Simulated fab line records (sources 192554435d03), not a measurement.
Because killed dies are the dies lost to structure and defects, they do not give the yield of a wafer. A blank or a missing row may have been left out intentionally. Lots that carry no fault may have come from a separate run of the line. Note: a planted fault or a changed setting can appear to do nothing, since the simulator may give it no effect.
A struck lot beside a sound one | flow n5-finfet | 21 steps out of a route of 1938
Sound: wafers L435.2, L435.3, L435.4. Wafers struck: L429.4, L429.5. Last of all comes the cause.
Order at every step that has rows: each side's tool, ch and its chambers, its first start. Under that, the readings that differ: sound wafers | struck wafers | difference of the means | sigmas: that difference in standard deviations of wafers without a fault.
alike: same words and numbers on both sides, and readings whose means sit less than 2 such deviations apart. not compared: any withheld reading, any reading some wafer has no value for, any bound like >300 that may hide the same value, and any number with overlapping values for which the record gives no deviation.
Wherever a step has rows on one side only, a row that says differs or no value, or a row with sigmas, the two part there. Numbers that don't overlap but have no deviation are shown without sigmas and don't part them. A reading missing from all wafers of one side parts the sides only when that side holds two or more wafers.

first, 9 steps without rows for these wafers: N5_FIN_SAQP_EXPOSE_13 (exposes mask FIN CORE, target cd 35.6 nm); N5_FIN_SAQP_PEB_14 (peb time 60 s); N5_FIN_SAQP_DEVELOP_15 (develop time 30 s); N5_FIN_SAQP_DESCUM_21 (chemistry O2, time 7.9 s); N5_FIN_SAQP_ETCH_51 (etches SiARC in CF4, target depth 45.5 nm, time 75.8 s); N5_FIN_SAQP_ETCH_52 (etches SOC in N2/H2, target depth 100 nm, overetch 20 nm, time 150 s); N5_FIN_SAQP_STRIP_53 (strips in N2/H2); N5_FIN_SAQP_HM_OPEN_73 (chemistry CHF3/O2, target SiO2, stops on a-Si, target depth 12 nm, time 16.8 s); N5_FIN_SAQP_STRIP_74 (strips in CHF3/O2).
N5_FIN_SAQP_MANDREL_ETCH_22: etches a-Si in HBr/Cl2, stops on SiNx, target depth 60 nm, bt time 10 s, time 30 s.
  sound on rie-si-05 ch 1,2,3, day 7 16:56; struck on rie-si-01 ch 1,2, day 6 05:48
  reading                                     | sound             | struck          | difference                    | sigmas
  oes-product-au (a.u.)                       | 0.765 0.773 0.773 | 0.665 0.666     | -0.105                        | -10
  over-etch-frac                              | 0.5 0.5 0.5       | 0.89935 0.89935 | +0.39935                      |
  rf-hours-counter-h (h)                      | 126 6 69          | - -             | no value on the struck wafers |
  model.SOC_of_FIN_SAQP_COAT_49.thk-nm (nm)   | 75.55 76.05 75.63 | 69.05 69.11     | -6.66                         |
  model.SiNx_of_FIN_SAQP_PECVD_48.thk-nm (nm) | 24.62 24.77 24.87 | 21.99 22.01     | -2.75                         |
  alike: drypump-motor-current-A, mfc-cl2-sccm, throttle-valve-pct
then, 7 steps without rows for these wafers: N5_FIN_SAQP_STRIP_55 (strips in N2/H2); N5_FIN_SAQP_STRIP_23 (strips in SPM, time 750 s); N5_FIN_SAQP_SRD_66 (time 30 s); N5_FIN_SAQP_RECESS_75 (chemistry HF/NH3, target SiO2, target depth 14.4 nm, afs cycles 3, sublimation time 60 s); N5_FIN_SAQP_SPACER1_ALD_24 (deposits SiO2, target thk 20.3 nm, pulse time 1 s, purge time 2 s); N5_FIN_SAQP_SPACER1_ETCHBACK_25 (etches SiO2 in CHF3/O2, target depth 24.4 nm, time 12.2 s); N5_FIN_SAQP_MANDREL1_REMOVE_56 (chemistry HBr/Cl2/O2, target a-Si, stops on SiNx, bt time 10 s).
N5_FIN_SAQP_ETCH_57: etches SiNx in CH3F/O2, target depth 32.5 nm, time 46.4 s.
  sound on rie-diel-05 ch 0,1, day 7 18:46; struck on rie-diel-05 ch 2,3, day 6 07:35
  reading                  | sound             | struck      | difference | sigmas
  etch-rf-on-time-s (s)    | 45.1 45.9 45.1    | 41.2 40.3   | -4.6       | -4
  oes_ar_750_au (a.u.)     | 0.93 0.86 0.92    | 0.68 0.78   | -0.17      | -2
  oes-product-au (a.u.)    | 0.81 0.72 0.81    | 0.56 0.66   | -0.17      | -2
  model.etch.depth-nm (nm) | 24.62 24.77 24.87 | 21.99 22.01 | -2.75      |
  alike: drypump-motor-current-A, rf-vpp-V, showerhead-plenum-p-Torr, throttle-valve-pct
  not compared: rf-hours-counter-h
then, 1 step without rows for these wafers: N5_FIN_SAQP_ETCH_65 (etches SiO2 in CF4, target depth 4 nm, time 4.4 s).
-- record jumps: 8 days separate the struck wafers' starts on either side; left off in module FIN_SAQP, taken up again in module BEOL_M4, whose first shown step is the route's number 1111 --
N5_BEOL_M4_RC_MEAS_101:
  sound on prober-02 ch 0, day 15 11:11; struck on prober-01 ch 0, day 14 18:39
  reading        | sound             | struck      | difference | sigmas
  DIBL_N (mV/V)  | 34.4 40.2 36.7    | 31.6 32.6   | -5.0       | -3
  DIBL_P (mV/V)  | 35.4 41.1 37.8    | 31.8 32.5   | -6.0       | -3
  IOFF_N (nA/um) | 0.131 0.244 0.166 | 0.101 0.105 | -0.077     | -3
  IOFF_P (nA/um) | 0.19 0.28 0.23    | 0.14 0.15   | -0.09      | -2
  ION_N (uA/um)  | 682 697 670       | 658 658     | -25        | -2
  SS_N (mV/dec)  | 70.7 72.4 72.1    | 70.3 70.6   | -1.3       | -2
  VT_N (mV)      | 252.0 245.3 249.8 | 255.4 256.1 | +6.7       | +2
  VT_P (mV)      | -249 -248 -246    | -259 -255   | -9         | -3
  alike: ION_P, SS_P
-- here the record skips 5 days between the struck wafers' starts before and after, leaving off in module BEOL_M4 and picking up in module PASSIVATION (first step shown: number 1936 of the route) --
N5_PASSIVATION_PROBE_49:
  record: rows for the struck wafers here (prober-01, day 19 11:53), none for the sound ones

WHERE THEY PART
At N5_FIN_SAQP_MANDREL_ETCH_22 first; at N5_PASSIVATION_PROBE_49 last (within this record only).

WHY: the cause the simulator had injected
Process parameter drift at N5_FIN_SAQP_MANDREL_ETCH_22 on rie-si-01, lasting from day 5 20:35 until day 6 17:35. Setting over-etch-frac shifted by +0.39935 from 0.5. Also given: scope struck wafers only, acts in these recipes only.
